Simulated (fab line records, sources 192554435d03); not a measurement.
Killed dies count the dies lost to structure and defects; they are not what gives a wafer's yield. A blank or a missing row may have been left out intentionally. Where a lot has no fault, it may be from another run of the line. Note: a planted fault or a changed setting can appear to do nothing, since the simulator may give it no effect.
One fault seen from 2 desks -- flow n5Finfet -- numbers are kept per desk, each desk with only its own; the story behind them comes last

## TOOL OWNER'S DESK, lithoTrack-03
The tool's own readings at N5_GATE_CUT_COAT_27 (time 60 s, resist thk 10 nm): means of the sampled wafers that have a number, for each lot that ran on this tool. Any lot whose mean is over 4 standard deviations away from the usual mean is out of limits and marked OUT; that distance is given in the brackets.
Columns: A = heaterPowerTotalW at N5_GATE_CUT_COAT_27, usual 391.8 W; B = plateTempC at N5_GATE_CUT_COAT_27, usual 205.00 C
lot,first seen here,A,B
L569,day 6 10:24,392.6,205.05
L573,day 7 21:48,390.4,205.09
L581,day 9 16:35,385.9 (-4.6) OUT,203.17 (-12) OUT
L582,day 9 20:37,386.5 (-4.1) OUT,203.09 (-13) OUT
Finding of this desk: L581, L582 out of limits; the first was L581 at day 9 16:35, on heaterPowerTotalW at N5_GATE_CUT_COAT_27. In limits: L569, L573.

## THE METROLOGY DESK
Means of the sampled wafers that have a number, per lot and without regard to the tool the lot ran on: this is what the gauges read. Any lot whose mean is over 4 standard deviations away from the usual mean is out of limits and marked OUT; that distance is given in the brackets. 7 of its 10 readings are shown, namely those furthest out on some lot.
Columns: A = DIBL_P at N5_BEOL_M4_RC_MEAS_101, usual 36.0 mV/V; B = IOFF_N at N5_BEOL_M4_RC_MEAS_101, usual 0.16 nA/um; C = IOFF_P at N5_BEOL_M4_RC_MEAS_101, usual 0.21 nA/um; D = ION_P at N5_BEOL_M4_RC_MEAS_101, usual 464 uA/um; E = SS_P at N5_BEOL_M4_RC_MEAS_101, usual 73.3 mV/dec; F = VT_N at N5_BEOL_M4_RC_MEAS_101, usual 250 mV; G = VT_P at N5_BEOL_M4_RC_MEAS_101, usual -250 mV
lot,first seen here,A,B,C,D,E,F,G
L561,day 7 18:26,38.7,0.20,0.28,475,74.2,246,-245
L563,day 8 06:11,33.3,0.14,0.16,450,72.8,253,-255
L565,day 8 18:02,35.1,0.14,0.19,455,72.9,253,-253
L569,day 9 10:14,33.6,0.12,0.19,463,72.3,255,-250
L568,day 9 15:16,37.1,0.19,0.25,465,73.0,249,-246
L582,day 13 00:07,36.1,0.15,0.21,459,73.5,250,-249
L581,day 13 01:50,38.2,0.17,0.20,464,73.3,247,-252
L583,day 14 12:35,35.7,0.14,0.21,466,72.6,252,-249
L573,day 14 14:58,35.5,0.17,0.23,469,73.0,247,-247
L584,day 15 04:40,36.9,0.15,0.21,458,73.5,251,-249
This desk's verdict: no lot among the 10 shows anything out of limits.

## TAKEN TOGETHER
On L581, L582, at day 9 16:35, an alarm was possible from the tool owner's desk.
Nothing out of limits was seen by the metrology desk.
The metrology desk has L581, L582 on record, within its limits.
The lots listed all ran N5_GATE_CUT_COAT_27 on lithoTrack-03.

## WHAT HAD BEEN PUT IN BY THE SIMULATOR
Process parameter drift: lithoTrack-03, from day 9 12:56 on, at N5_GATE_CUT_COAT_27. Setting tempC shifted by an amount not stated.
Lots struck among those shown: L581, L582.
Each desk's first reading out of limits, in hours after the fault started: the tool owner's desk, 4.
